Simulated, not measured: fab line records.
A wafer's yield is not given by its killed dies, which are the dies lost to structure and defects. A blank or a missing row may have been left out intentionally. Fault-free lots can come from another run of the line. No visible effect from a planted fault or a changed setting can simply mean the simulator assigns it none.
Chamber matching | flow nand_harc | NHARC_P_BONDPAD_DESCUM_11 on rie_diel-03: 4 sister chambers
The step chemistry O2, time 3 s. 4 wafers are shown with their chamber, then 12 later ones without.

== WAFERS PAIRED WITH THEIR CHAMBERS ==
wafer  | chamber | showerhead_plenum_p_Torr (Torr)
L089.1 | 1       | 1.85
L092.1 | 3       | 1.93
L093.3 | 0       | 1.86
L093.6 | 2       | 1.94

== WAFERS WITH NO CHAMBER GIVEN ==
wafer  | showerhead_plenum_p_Torr (Torr)
L094.2 | 1.92
L094.4 | 1.86
L094.5 | 1.85
L096.1 | 1.85
L096.2 | 1.94
L096.6 | 1.94
L096.3 | 1.85
L096.4 | 1.93
L096.5 | 1.92
L097.3 | 1.85
L097.4 | 1.94
L097.6 | 1.94

== WHICH CHAMBER EACH ONE RAN IN ==
wafer  | from the rows above | in truth
L094.2 | 3                   | 3
L094.4 | 0                   | 0
L094.5 | 1                   | 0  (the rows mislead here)
L096.1 | 1                   | 1
L096.2 | 2                   | 2
L096.6 | 2                   | 2
L096.3 | 1                   | 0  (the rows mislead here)
L096.4 | 3                   | 3
L096.5 | 3                   | 3
L097.3 | 1                   | 1
L097.4 | 2                   | 2
L097.6 | 2                   | 2
Correctly placed: 10 of 12. From these rows, 0 cannot be placed. Number placed wrongly: 2.
How it was worked out, from the rows above alone: a wafer's distance from a chamber is the root of the sum, over the readings, of the square of ((its reading less the chamber's mean) divided by the reading's scatter). If the next closest chamber is less than 2 further off than the closest, the wafer can't be placed; otherwise it belongs to the closest. The mean given for a chamber averages the wafers shown for that chamber. The scatter: with one shown wafer a chamber, the root of the mean of the squares of how far each hidden wafer lies from its nearest shown one.
